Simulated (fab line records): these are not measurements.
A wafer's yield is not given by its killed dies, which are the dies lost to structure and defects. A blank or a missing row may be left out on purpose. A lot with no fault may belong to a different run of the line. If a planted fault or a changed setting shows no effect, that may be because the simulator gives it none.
Chamber matching || flow nand-harc || 4 sister chambers for NHARC_A_BONDPAD_CMP_29 on cmp-04
The step polishes SiCN, target thk 200 nm. 8 wafers are shown with their chamber, then 8 later ones without.

== WAFERS, EACH WITH ITS CHAMBER ==
{"wafer": "L079.4", "chamber": 2, "motor-current-A (A)": 13.4}
{"wafer": "L080.4", "chamber": 2, "motor-current-A (A)": 13.1}
{"wafer": "L080.5", "chamber": 0, "motor-current-A (A)": 11.5}
{"wafer": "L080.6", "chamber": 1, "motor-current-A (A)": 13.5}
{"wafer": "L084.2", "chamber": 0, "motor-current-A (A)": 11.3}
{"wafer": "L084.3", "chamber": 3, "motor-current-A (A)": 14.1}
{"wafer": "L084.6", "chamber": 3, "motor-current-A (A)": 12.5}
{"wafer": "L085.1", "chamber": 1, "motor-current-A (A)": 13.3}

== WAFERS WHOSE CHAMBER IS MISSING ==
{"wafer": "L085.3", "motor-current-A (A)": 11.2}
{"wafer": "L085.4", "motor-current-A (A)": 12.6}
{"wafer": "L088.1", "motor-current-A (A)": 13.1}
{"wafer": "L088.5", "motor-current-A (A)": 13.7}
{"wafer": "L088.6", "motor-current-A (A)": 13.3}
{"wafer": "L091.1", "motor-current-A (A)": 11.7}
{"wafer": "L091.2", "motor-current-A (A)": 13.5}
{"wafer": "L091.3", "motor-current-A (A)": 13.7}

== CHAMBER TAKEN BY EACH ==
{"wafer": "L085.3", "from the rows above": 0, "in truth": 0}
{"wafer": "L085.4", "from the rows above": "can't be placed: 2 or 3 or 1 or 0", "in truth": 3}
{"wafer": "L088.1", "from the rows above": "can't be placed: 2 or 3 or 1", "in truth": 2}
{"wafer": "L088.5", "from the rows above": "can't be placed: 1 or 3 or 2", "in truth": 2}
{"wafer": "L088.6", "from the rows above": "can't be placed: 3 or 2 or 1", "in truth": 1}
{"wafer": "L091.1", "from the rows above": 0, "in truth": 0}
{"wafer": "L091.2", "from the rows above": "can't be placed: 1 or 3 or 2", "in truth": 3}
{"wafer": "L091.3", "from the rows above": "can't be placed: 1 or 3 or 2", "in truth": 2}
Correctly placed: 2 of 8. These rows do not allow placing 6 (true chamber among the candidates in 6). Wrongly placed: 0.
How it was worked out, from the rows above alone: a wafer's distance from a chamber is the root of the sum, over the readings, of the square of ((its reading less the chamber's mean) divided by the reading's scatter). The wafer belongs to the nearest chamber; if the next one is less than 2 further off, it can't be placed. A chamber's mean is the mean of its shown wafers. The scatter: the root of (the sum of the squares of (reading less its chamber's mean) over the shown wafers, divided by (wafers less chambers)).
